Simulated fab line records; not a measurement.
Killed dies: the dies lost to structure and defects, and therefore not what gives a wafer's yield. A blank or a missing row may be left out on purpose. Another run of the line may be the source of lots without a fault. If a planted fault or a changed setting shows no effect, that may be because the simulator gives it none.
Chamber matching || flow nand harc || NHARC_A_CONTACT_DESCUM_13 on rie diel-01 has 4 sister chambers
The step chemistry O2, time 3 s. 4 wafers are shown with their chamber, then 7 later ones without.

WAFERS PAIRED WITH THEIR CHAMBERS
{"wafer": "L762.2", "chamber": 0, "showerhead plenum p Torr (Torr)": 1.86}
{"wafer": "L766.3", "chamber": 2, "showerhead plenum p Torr (Torr)": 2.04}
{"wafer": "L775.2", "chamber": 3, "showerhead plenum p Torr (Torr)": 1.79}
{"wafer": "L775.4", "chamber": 1, "showerhead plenum p Torr (Torr)": 1.89}

WAFERS WITH NO CHAMBER GIVEN
{"wafer": "L775.5", "showerhead plenum p Torr (Torr)": 1.85}
{"wafer": "L774.2", "showerhead plenum p Torr (Torr)": 1.85}
{"wafer": "L774.4", "showerhead plenum p Torr (Torr)": 1.79}
{"wafer": "L774.5", "showerhead plenum p Torr (Torr)": 1.79}
{"wafer": "L781.2", "showerhead plenum p Torr (Torr)": 1.84}
{"wafer": "L781.4", "showerhead plenum p Torr (Torr)": 1.88}
{"wafer": "L781.6", "showerhead plenum p Torr (Torr)": 1.88}

EACH ONE'S CHAMBER
{"wafer": "L775.5", "from the rows above": 0, "in truth": 0}
{"wafer": "L774.2", "from the rows above": 0, "in truth": 0}
{"wafer": "L774.4", "from the rows above": 3, "in truth": 3}
{"wafer": "L774.5", "from the rows above": 3, "in truth": 3}
{"wafer": "L781.2", "from the rows above": 0, "in truth": 0}
{"wafer": "L781.4", "from the rows above": "can't be placed: 1 or 0", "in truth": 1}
{"wafer": "L781.6", "from the rows above": "can't be placed: 1 or 0", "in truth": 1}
Correct placement for 5 of the 7. Cannot be placed on the basis of these rows: 2; the candidates contain the true chamber in 2. Number placed wrongly: 0.
How it was worked out, from the rows above alone: a wafer's distance from a chamber is the root of the sum, over the readings, of the square of ((its reading less the chamber's mean) divided by the reading's scatter). If the next closest chamber is less than 2 further off than the closest, the wafer can't be placed; otherwise it belongs to the closest. A chamber's mean is the mean of its shown wafers. The scatter (one wafer shown for each chamber): square how far every hidden wafer sits from the nearest shown wafer, average those squares and take the square root.
